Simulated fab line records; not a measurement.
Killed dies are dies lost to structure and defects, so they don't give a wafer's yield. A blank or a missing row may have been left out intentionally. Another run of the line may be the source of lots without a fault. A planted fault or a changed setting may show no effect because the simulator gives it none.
Split-lot experiment ; flow n5_finfet ; 21 wafers read across 7 lots, on a route 1938 steps long

== ABOUT THE SPLIT ==
At N5_DUMMY_GATE_COAT_28 (time 60 s, resist thk 10 nm), the setting spin_rpm was moved away from the recipe's 1500 rpm on 4 of the 21 wafers read, by -8.9% to +9.9%. All remaining wafers had this setting at the recipe value.

Reading taken at the split's own step.

== THE READING ==
underlayer_of_DUMMY_GATE_COAT_28.thk_nm (the simulator's own value, which no gauge read), in nm, at N5_DUMMY_GATE_COAT_28 (time 60 s, resist thk 10 nm). The file does not state a usual value for it.

wafer;tool, chamber at the split;spin_rpm as run, rpm;against the recipe;underlayer_of_DUMMY_GATE_COAT_28.thk_nm, nm;against lot-mates on the recipe
L075.3;litho_track-04, 0;1500;recipe;10;-
L075.5;litho_track-04, 0;1500;recipe;10;-
L075.6;litho_track-04, 0;1500;recipe;10;-
L080.1;litho_track-03, 0;1434;-4.4%;10.2;+0.2
L080.2;litho_track-03, 0;1500;recipe;10;-
L080.4;litho_track-03, 0;1500;recipe;10;-
L081.1;litho_track-05, 0;1500;recipe;10;-
L081.4;litho_track-05, 0;1500;recipe;10;-
L081.6;litho_track-05, 0;1500;recipe;10;-
L087.1;litho_track-04, 0;1500;recipe;10;-
L087.3;litho_track-04, 0;1500;recipe;10;-
L087.4;litho_track-04, 0;1500;recipe;10;-
L089.2;litho_track-03, 0;1366;-8.9%;10.6;+0.6
L089.4;litho_track-03, 0;1366;-8.9%;10.6;+0.6
L089.5;litho_track-03, 0;1500;recipe;10;-
L090.1;litho_track-04, 0;1500;recipe;10;-
L090.2;litho_track-04, 0;1500;recipe;10;-
L090.5;litho_track-04, 0;1500;recipe;10;-
L094.1;litho_track-03, 0;1648;+9.9%;9.6;-0.4
L094.5;litho_track-03, 0;1500;recipe;10;-
L094.6;litho_track-03, 0;1500;recipe;10;-

THE FIT
A straight line over all 21 wafers: underlayer_of_DUMMY_GATE_COAT_28.thk_nm changes by -0.0556 nm for each +1% of spin_rpm; r = -0.98; the points scatter about the line by 0.046 nm.
The same after taking each lot's own level away (the mean of its wafers on the recipe; 21 wafers): -0.0556 nm for each +1%; r = -0.98; scatter 0.046 nm.
The reading moves by 0.55 nm for the largest change in spin_rpm, on that fit.
The lots' own levels span 10.00 to 10.00 nm.
The two slopes are in agreement: the lot-to-lot level therefore moves the slope only a little.
Check: with one of the wafers moved furthest among these (+9.9%) left out of the fit, the line predicts -0.645 nm for it against its lot-mates. Against them it came out at -0.4 nm.

== OTHER SPLITS APPLIED TO THESE WAFERS ==
These wafers also went through other splits before the reading. Each is held against what the fit with the lots' levels taken away leaves over:
other split on the same wafers;wafers away from the commonest value;r with underlayer_of_DUMMY_GATE_COAT_28.thk_nm (lot level and that fit taken away)
N5_ZERO_LAYER_PECVD_02 time_s;7;-0.24
N5_ZERO_LAYER_COAT_05 spin_rpm;9;-0.29
N5_FIN_SAQP_PECVD_06 time_s;8;-0.20

== FILE'S OWN FIT ==
underlayer_of_DUMMY_GATE_COAT_28.thk_nm changes by -0.0518 nm for each +1% of spin_rpm, r = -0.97.
